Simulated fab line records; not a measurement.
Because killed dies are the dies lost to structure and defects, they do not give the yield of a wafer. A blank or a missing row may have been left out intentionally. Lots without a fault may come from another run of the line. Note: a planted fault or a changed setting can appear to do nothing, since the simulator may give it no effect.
Problem report, 8D (eight disciplines) form, completed by code | flow n5-finfet | the parts of the form that need people (team, actions taken, sign-off) are left out

1. THE ISSUE
Mean of run-length-s at N5_BEOL_M1_COAT_76: 69.63 s across 4 wafers in 3 lots; on wafers with no fault it is 66.05 s (standard deviation 0.16). That puts it +22 standard deviations away from the usual mean.
The step: time 60 s, resist thk 5 nm.
First observed at day 11 08:27: wafer L648.4, on litho-track-01. The record holds 28 wafers of 10 lots with a number at this step. By rule, "out" or "out of limits" means more than 4 standard deviations away from the usual mean. All remaining wafers that have a number are taken as sound.

2. WHAT IT IS; WHAT IT IS NOT
question                    | is                             | is not
which readings at this step | run-length-s                   | -
which lots                  | L648, L650, L651               | L628, L630, L631, L634, L636, L637, L639
which wafers of those lots  | L648.4, L650.4, L651.3, L651.4 | L648.6, L650.5, L651.5
read on which tools         | litho-track-01                 | litho-track-04, litho-track-05
when                        | from day 11 08:27              | up to then (22 sound wafers); but 2 sound wafers of L650, L651 came after

3. WHAT RULES OUT EACH SUSPECT
Counting: if a tool at a process step up to the reading ran every lot that is out, it stays a suspect. Sound lots after the first of them don't rule it out here, since some wafers of a struck lot are sound.
- litho-track-01 at N5_BEOL_M1_COAT_76 (time 60 s, resist thk 5 nm): kept. It processed each lot that is out (first: L648, day 11 08:27); up to then, its last sound lot is L637 (day 9 06:54). On those wafers its own readings are out: run-length-s.
Remaining after the count: litho-track-01 at N5_BEOL_M1_COAT_76.

4. THE CAUSE (what the simulator had put in)
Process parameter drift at N5_BEOL_M1_COAT_76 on litho-track-01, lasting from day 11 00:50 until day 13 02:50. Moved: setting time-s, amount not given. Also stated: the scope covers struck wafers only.
Counting left only this tool.

5. THE CHAIN OF EFFECTS, in route order
Each row: a reading whose mean over the struck wafers that have a number lies more than 3 standard deviations from the usual. Scope: only readings with a usual standard deviation given in the record; hours: median across lots of the time from each lot's start at the first step in this table that gives one to its start at this step; sigmas: change in usual standard deviations.
hours | step               | reading      | usual   | on struck wafers | change | sigmas
0     | N5_BEOL_M1_COAT_76 | run-length-s | 66.05 s | 69.63            | +3.58  | +22
Here are the process steps it includes:
- N5_BEOL_M1_COAT_76: time 60 s, resist thk 5 nm.
Later measuring or inspecting steps at which every struck wafer that the step has a row for has a number for every such reading, and none has moved that far: N5_BEOL_M4_RC_MEAS_101.

6. HOW IT WOULD HAVE BEEN CAUGHT EARLIER
In this record no reading fell out of limits until day 11 08:27, 8 hours after the fault had begun at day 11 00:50.
